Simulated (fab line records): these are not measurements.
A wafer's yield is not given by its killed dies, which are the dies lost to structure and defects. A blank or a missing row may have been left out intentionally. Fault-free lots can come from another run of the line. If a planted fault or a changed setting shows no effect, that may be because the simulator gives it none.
Which tool is to blame?	flow nand_harc	72 wafers from 24 lots sampled at 6 of the route's 1302 steps

WHAT EACH GAUGE READ, for each wafer
NHARC_A_BLC_INSPECT_28. Usual: raw_defect_count reads 504 (standard deviation 120).
lot	measured	on	raw_defect_count	flag
L074	day 22 22:55	defect_inspect-02	436 422 458	
L077	day 23 03:58	defect_inspect-01	376 317 370	
L075	day 23 04:50	defect_inspect-02	564 494 424	
L076	day 23 14:10	defect_inspect-02	518 567 560	
L078	day 24 07:07	defect_inspect-01	514 616 642	
L079	day 25 10:22	defect_inspect-01	516 474 641	
L081	day 25 23:59	defect_inspect-02	545 589 480	
L080	day 26 06:40	defect_inspect-02	485 757 440	
L084	day 26 15:25	defect_inspect-02	428 383 465	
L083	day 26 17:28	defect_inspect-01	347 481 518	
L085	day 26 21:52	defect_inspect-02	501 415 398	
L082	day 27 01:32	defect_inspect-01	407 483 630	
L088	day 28 01:40	defect_inspect-02	467 605 318	
L087	day 28 04:31	defect_inspect-02	564 666 676	
L086	day 28 06:07	defect_inspect-02	480 618 911	
L089	day 28 14:47	defect_inspect-02	486 381 355	
L090	day 28 21:46	defect_inspect-02	358 348 353	
L093	day 30 00:59	defect_inspect-02	431 488 424	
L092	day 30 04:07	defect_inspect-01	490 440 496	
L091	day 30 08:13	defect_inspect-01	528 524 429	
L094	day 30 13:32	defect_inspect-01	553 647 441	
L095	day 31 14:56	defect_inspect-01	572 477 476	
L096	day 31 17:29	defect_inspect-01	510 536 714	
L097	day 32 08:24	defect_inspect-01	418 457 596	

NHARC_A_M0_CD_MEAS_09 targets a cd of 80 nm. Usual: cd_nm reads 79.6 nm (standard deviation 0.64).
lot	measured	on	cd_nm (nm)	flag
L074	day 22 23:42	cd_sem-01	79.8 80.4 80.2	
L077	day 23 04:52	cd_sem-02	80.8 80.4 80.8	
L075	day 23 05:44	cd_sem-01	80.8 79.9 80.5	
L076	day 23 14:57	cd_sem-01	80.3 80.0 80.1	
L078	day 24 07:53	cd_sem-03	80.4 80.2 80.2	
L079	day 25 11:16	cd_sem-01	79.8 79.2 79.3	
L081	day 26 00:53	cd_sem-03	80.0 79.7 79.6	
L080	day 26 07:27	cd_sem-01	78.9 79.5 78.8	
L084	day 26 16:11	cd_sem-02	79.0 79.5 80.1	
L083	day 26 18:14	cd_sem-02	80.5 79.6 79.8	
L085	day 26 22:47	cd_sem-03	79.9 79.8 79.4	
L082	day 27 02:26	cd_sem-02	79.9 79.7 79.3	
L088	day 28 02:34	cd_sem-02	79.6 79.2 79.0	
L087	day 28 05:25	cd_sem-02	79.1 79.3 78.7	
L086	day 28 06:55	cd_sem-01	78.9 78.6 79.2	
L089	day 28 15:34	cd_sem-02	78.7 79.2 79.5	
L090	day 28 22:40	cd_sem-02	78.9 79.2 79.3	
L093	day 30 01:53	cd_sem-02	79.3 79.3 79.1	
L092	day 30 05:01	cd_sem-02	79.4 79.1 79.7	
L091	day 30 09:07	cd_sem-03	81.0 81.0 81.1	
L094	day 30 14:26	cd_sem-03	80.0 80.8 80.8	
L095	day 31 15:59	cd_sem-03	80.2 79.3 79.4	
L096	day 31 18:23	cd_sem-02	78.7 79.9 79.3	
L097	day 32 09:18	cd_sem-01	78.0 78.8 78.7	

EACH LOT AND THE TOOL THAT RAN IT (in order: tool; ch and the chambers of the sampled wafers; start)
lot	NHARC_A_CONTACT_DESCUM_13	NHARC_A_CONTACT_ETCH_92	NHARC_A_BLC_ETCH_17	NHARC_A_BLC_PVD_32
L074	rie_diel-04 ch 0,2, day 22 13:08	rie_diel-06 ch 0,1,3, day 22 16:14	rie_diel-12 ch 1,3, day 22 22:55 or earlier	pvd_sputter-02, day 22 22:55 or earlier
L077	rie_diel-04 ch 0,1, day 22 18:49	rie_diel-11 ch 0,1,2, day 22 21:48	rie_diel-13 ch 1,3, day 23 03:58 or earlier	pvd_sputter-02, day 23 03:58 or earlier
L075	rie_diel-11 ch 2,3, day 22 19:33	rie_diel-11 ch 0,1, day 22 22:31	rie_diel-12 ch 0,2,3, day 23 04:50 or earlier	pvd_sputter-01, day 23 04:50 or earlier
L076	rie_diel-11 ch 0,1,2, day 23 04:21	rie_diel-06 ch 1,2,3, day 23 07:50	rie_diel-12 ch 0,2, day 23 14:10 or earlier	pvd_sputter-01, day 23 14:10 or earlier
L078	rie_diel-04 ch 1,2,3, day 23 21:52	rie_diel-11 ch 0,3, day 24 00:49	rie_diel-12 ch 1,2,3, day 24 07:07 or earlier	pvd_sputter-03, day 24 07:07 or earlier
L079	rie_diel-04 ch 0,2,3, day 25 00:56	rie_diel-11 ch 0,1, day 25 03:56	rie_diel-13 ch 0,2,3, day 25 10:22 or earlier	pvd_sputter-02, day 25 10:22 or earlier
L081	rie_diel-04 ch 1,2,3, day 25 14:46	rie_diel-11 ch 1,2,3, day 25 17:43	rie_diel-13 ch 0,1,3, day 25 23:59 or earlier	pvd_sputter-03, day 25 23:59 or earlier
L080	rie_diel-04 ch 1,2,3, day 25 21:27	rie_diel-11 ch 1,2, day 26 00:25	rie_diel-13 ch 0,2,3, day 26 06:40 or earlier	pvd_sputter-03, day 26 06:40 or earlier
L084	rie_diel-04 ch 0,2,3, day 26 05:53	rie_diel-04 ch 0,2,3, day 26 09:07	rie_diel-12 ch 0,1,3, day 26 15:25 or earlier	pvd_sputter-02, day 26 15:25 or earlier
L083	rie_diel-04 ch 0,2,3, day 26 07:40	rie_diel-04 ch 0,3, day 26 11:09	rie_diel-12 ch 0,2,3, day 26 17:28 or earlier	pvd_sputter-02, day 26 17:28 or earlier
L085	rie_diel-04 ch 0,3, day 26 12:37	rie_diel-04 ch 0,2,3, day 26 15:41	rie_diel-13 ch 1,2,3, day 26 21:52 or earlier	pvd_sputter-03, day 26 21:52 or earlier
L082	rie_diel-04 ch 0,2,3, day 26 16:10	rie_diel-04 ch 0,3, day 26 19:14	rie_diel-13 ch 1,2,3, day 27 01:32 or earlier	pvd_sputter-02, day 27 01:32 or earlier
L088	rie_diel-06 ch 0,2, day 27 15:49	rie_diel-06 ch 0,2,3, day 27 19:23	rie_diel-13 ch 0,1,2, day 28 01:40 or earlier	pvd_sputter-02, day 28 01:40 or earlier
L087	rie_diel-04 ch 1,2, day 27 18:40	rie_diel-04 ch 0,1,2, day 27 21:50	rie_diel-12 ch 0,1,2, day 28 04:31 or earlier	pvd_sputter-02, day 28 04:31 or earlier
L086	rie_diel-04 ch 1,2, day 27 20:51	rie_diel-04 ch 1,2,3, day 27 23:48	rie_diel-13 ch 1,2,3, day 28 06:07 or earlier	pvd_sputter-02, day 28 06:07 or earlier
L089	rie_diel-11 ch 2,3, day 28 05:35	rie_diel-06 ch 2,3, day 28 08:33	rie_diel-12 ch 1,3, day 28 14:47 or earlier	pvd_sputter-02, day 28 14:47 or earlier
L090	rie_diel-04 ch 0,1,3, day 28 12:02	rie_diel-04 ch 1,2,3, day 28 15:24	rie_diel-13 ch 0,1,3, day 28 21:46 or earlier	pvd_sputter-01, day 28 21:46 or earlier
L093	rie_diel-06 ch 0,2,3, day 29 15:26	rie_diel-06 ch 0,2, day 29 18:37	rie_diel-12 ch 0,2, day 30 00:59 or earlier	pvd_sputter-02, day 30 00:59 or earlier
L092	rie_diel-04 ch 0,1,3, day 29 18:59	rie_diel-04 ch 0,1,3, day 29 21:58	rie_diel-07 ch 0,1,2, day 30 04:07 or earlier	pvd_sputter-02, day 30 04:07 or earlier
L091	rie_diel-04 ch 0,3, day 29 22:43	rie_diel-04 ch 0,2,3, day 30 01:49	rie_diel-07 ch 0,1,3, day 30 08:13 or earlier	pvd_sputter-03, day 30 08:13 or earlier
L094	rie_diel-04 ch 0,2,3, day 30 04:17	rie_diel-04 ch 2,3, day 30 07:16	rie_diel-12 ch 0,2, day 30 13:32 or earlier	pvd_sputter-02, day 30 13:32 or earlier
L095	rie_diel-04 ch 1,2, day 31 05:46	rie_diel-11 ch 0,2, day 31 08:47	rie_diel-12 ch 0,1, day 31 14:56 or earlier	pvd_sputter-01, day 31 14:56 or earlier
L096	rie_diel-04 ch 0,1,3, day 31 08:16	rie_diel-11 ch 0,1,3, day 31 11:15	rie_diel-13 ch 1,2, day 31 17:29 or earlier	pvd_sputter-03, day 31 17:29 or earlier
L097	rie_diel-11 ch 0,1,2, day 31 23:16	rie_diel-04 ch 0,1,3, day 32 02:16	rie_diel-13 ch 0,1,2, day 32 08:24 or earlier	pvd_sputter-01, day 32 08:24 or earlier
- NHARC_A_CONTACT_DESCUM_13: chemistry O2, time 3 s.
- NHARC_A_CONTACT_ETCH_92: etches the open film in CH3F/O2, target depth 40 nm, time 85.7 s.
- NHARC_A_BLC_ETCH_17: etches the open film in N2/H2, target depth 390 nm, time 609.38 s.
- NHARC_A_BLC_PVD_32: deposits Ti, target thk 5 nm, time 17.7 s.

WHAT THE TOOLS THEMSELVES READ (means of the sampled wafers that have a number; where no wafer has one, the mark that the record gives instead)
NHARC_A_CONTACT_DESCUM_13. Usual: drypump_motor_current_A 5.4 A, standard deviation 0.31; oes_product_au 1.003 a.u., standard deviation 0.0096; rf_vpp_V 57.9 V, standard deviation 0.88; showerhead_plenum_p_Torr 1.95 Torr, standard deviation 0.052; throttle_valve_pct 11.312 %, standard deviation 0.0098.
lot	tool	drypump_motor_current_A (A)	oes_product_au (a.u.)	rf_vpp_V (V)	showerhead_plenum_p_Torr (Torr)	throttle_valve_pct (%)	flag
L074	rie_diel-04	5.3	1.004	57.1	1.99	11.315	
L077	rie_diel-04	5.4	1.000	57.5	1.94	11.310	
L075	rie_diel-11	5.5	1.004	58.7	1.99	11.314	
L076	rie_diel-11	5.9	1.001	58.3	2.05	11.320	
L078	rie_diel-04	5.3	1.001	58.3	1.95	11.310	
L079	rie_diel-04	5.3	1.012	57.2	1.97	11.311	
L081	rie_diel-04	5.3	1.010	57.9	1.95	11.308	
L080	rie_diel-04	5.3	1.010	57.8	1.95	11.313	
L084	rie_diel-04	5.3	0.997	57.8	1.97	11.309	
L083	rie_diel-04	5.3	1.000	58.0	1.97	11.313	
L085	rie_diel-04	5.3	1.000	58.3	1.96	11.320	
L082	rie_diel-04	5.3	1.011	57.8	1.97	11.315	
L088	rie_diel-06	5.4	0.991	58.4	1.90	11.317	
L087	rie_diel-04	5.3	1.011	58.3	1.93	11.306	
L086	rie_diel-04	5.3	1.005	57.7	1.95	11.314	
L089	rie_diel-11	5.7	1.013	58.1	1.91	11.319	
L090	rie_diel-04	5.4	1.003	57.8	1.94	11.315	
L093	rie_diel-06	5.7	0.986	57.5	1.89	11.314	
L092	rie_diel-04	5.4	1.004	58.0	1.94	11.320	
L091	rie_diel-04	5.4	1.014	58.8	1.97	11.313	
L094	rie_diel-04	5.3	1.007	57.5	1.97	11.295	
L095	rie_diel-04	5.3	0.999	56.9	1.92	11.310	
L096	rie_diel-04	5.4	1.020	58.2	1.94	11.315	
L097	rie_diel-11	6.0	0.987	58.6	2.02	11.322	

NHARC_A_CONTACT_ETCH_92. Usual: bias_w 100.0 W, standard deviation 0.33; drypump_motor_current_A 5.6 A, standard deviation 0.39; oes_product_au 0.935 a.u., standard deviation 0.024; rf_vpp_V 245.1 V, standard deviation 1.3; showerhead_plenum_p_Torr 2.51 Torr, standard deviation 0.079; throttle_valve_pct 20.665 %, standard deviation 0.0093.
lot	tool	bias_w (W)	drypump_motor_current_A (A)	oes_product_au (a.u.)	rf_vpp_V (V)	showerhead_plenum_p_Torr (Torr)	throttle_valve_pct (%)	flag
L074	rie_diel-06	100.1	6.1	0.919	244.4	2.44	20.659	
L077	rie_diel-11	100.1	5.9	0.928	246.4	2.62	20.656	
L075	rie_diel-11	99.8	6.2	0.923	247.0	2.62	20.664	
L076	rie_diel-06	100.0	5.8	0.995	242.9	2.42	20.672	
L078	rie_diel-11	100.3	6.0	0.926	243.6	2.46	20.668	
L079	rie_diel-11	100.0	6.2	0.984	246.0	2.61	20.669	
L081	rie_diel-11	99.8	5.8	0.921	246.0	2.55	20.661	
L080	rie_diel-11	100.0	5.9	1.001	247.0	2.63	20.671	
L084	rie_diel-04	100.1	5.3	0.934	245.5	2.53	20.658	
L083	rie_diel-04	100.2	5.3	0.924	245.6	2.52	20.676	
L085	rie_diel-04	99.8	5.3	0.929	246.3	2.53	20.663	
L082	rie_diel-04	99.9	5.4	0.933	245.0	2.53	20.664	
L088	rie_diel-06	99.8	5.7	0.922	244.5	2.43	20.662	
L087	rie_diel-04	99.9	5.4	0.933	245.6	2.51	20.665	
L086	rie_diel-04	100.1	5.3	0.934	244.6	2.49	20.672	
L089	rie_diel-06	99.9	5.3	0.923	244.1	2.42	20.664	
L090	rie_diel-04	99.9	5.3	0.934	245.6	2.49	20.663	
L093	rie_diel-06	100.4	5.4	0.911	243.3	2.43	20.656	
L092	rie_diel-04	99.9	5.4	0.931	244.7	2.49	20.664	
L091	rie_diel-04	100.0	5.3	0.934	244.6	2.52	20.668	
L094	rie_diel-04	99.7	5.2	0.942	245.0	2.52	20.662	
L095	rie_diel-11	99.7	5.7	0.924	246.6	2.59	20.665	
L096	rie_diel-11	99.9	6.1	0.923	245.3	2.52	20.666	
L097	rie_diel-04	100.0	5.4	0.935	245.0	2.49	20.667	

NHARC_A_BLC_ETCH_17. Usual: bias_w 150.0 W, standard deviation 0.45; drypump_motor_current_A 5.8 A, standard deviation 0.38; oes_product_au 0.998 a.u., standard deviation 0.0092; rf_vpp_V 430 V, standard deviation 3.2; showerhead_plenum_p_Torr 2.04 Torr, standard deviation 0.11; throttle_valve_pct 14.171 %, standard deviation 0.0081.
lot	tool	bias_w (W)	drypump_motor_current_A (A)	oes_product_au (a.u.)	rf_vpp_V (V)	showerhead_plenum_p_Torr (Torr)	throttle_valve_pct (%)	flag
L074	rie_diel-12	150.7	5.9	1.001	431	2.06	14.171	
L077	rie_diel-13	149.9	5.5	1.002	426	1.92	14.171	
L075	rie_diel-12	150.0	6.0	0.993	430	2.06	14.167	
L076	rie_diel-12	150.0	6.0	0.990	433	2.12	14.173	
L078	rie_diel-12	150.0	6.0	1.000	432	2.07	14.176	
L079	rie_diel-13	150.0	5.5	0.998	430	2.04	14.169	
L081	rie_diel-13	150.2	5.7	0.994	430	2.02	14.172	
L080	rie_diel-13	149.7	5.5	1.002	430	2.04	14.178	
L084	rie_diel-12	149.5	6.0	1.002	431	2.05	14.166	
L083	rie_diel-12	149.9	6.0	1.004	432	2.06	14.171	
L085	rie_diel-13	150.0	5.3	0.999	428	1.94	14.175	
L082	rie_diel-13	149.7	5.3	0.990	428	1.94	14.164	
L088	rie_diel-13	150.1	5.6	0.996	429	2.01	14.168	
L087	rie_diel-12	150.3	5.9	0.993	433	2.13	14.177	
L086	rie_diel-13	150.4	5.3	0.982	427	1.94	14.170	
L089	rie_diel-12	150.2	6.0	1.004	429	1.99	14.159	
L090	rie_diel-13	149.6	5.7	0.990	431	2.02	14.165	
L093	rie_diel-12	150.3	6.0	1.010	432	2.12	14.175	
L092	rie_diel-07	150.0	6.2	1.004	431	2.08	14.166	
L091	rie_diel-07	149.7	6.1	1.007	430	2.02	14.170	
L094	rie_diel-12	150.3	6.0	0.999	432	2.12	14.168	
L095	rie_diel-12	149.6	5.9	0.993	433	2.11	14.174	
L096	rie_diel-13	149.9	5.2	0.996	428	1.92	14.169	
L097	rie_diel-13	150.4	5.6	1.004	429	2.00	14.169	

NHARC_A_BLC_PVD_32. Usual: throttle_valve_pct reads 30.2 % (standard deviation 0.93).
lot	tool	throttle_valve_pct (%)	flag
L074	pvd_sputter-02	30.5	
L077	pvd_sputter-02	30.5	
L075	pvd_sputter-01	30.0	
L076	pvd_sputter-01	29.0	
L078	pvd_sputter-03	30.6	
L079	pvd_sputter-02	30.4	
L081	pvd_sputter-03	30.5	
L080	pvd_sputter-03	30.3	
L084	pvd_sputter-02	30.5	
L083	pvd_sputter-02	30.6	
L085	pvd_sputter-03	30.5	
L082	pvd_sputter-02	30.8	
L088	pvd_sputter-02	31.2	
L087	pvd_sputter-02	30.6	
L086	pvd_sputter-02	30.2	
L089	pvd_sputter-02	30.6	
L090	pvd_sputter-01	29.6	
L093	pvd_sputter-02	30.4	
L092	pvd_sputter-02	30.3	
L091	pvd_sputter-03	30.5	
L094	pvd_sputter-02	30.2	
L095	pvd_sputter-01	30.1	
L096	pvd_sputter-03	28.3	
L097	pvd_sputter-01	30.2	

THE ANSWER, worked out from the rows above alone
Rule: a lot counts as off when the mean over its wafers that have a number is more than 3 standard deviations away from the usual mean. A lot without any number at a reading at which 4 lots or more have one is off too. Where the step has rows for the other lots, those lots are counted as sound. After the gauges, taken in route order, come the tools' own readings; for these a lot's mean is taken, as printed above. At the first step where some lot is off, the reading lying furthest off is the one used; lots without a number count as furthest.
No lot is off at any reading shown: from this, nothing can be told.

WHAT THE SIMULATOR HAD PUT IN
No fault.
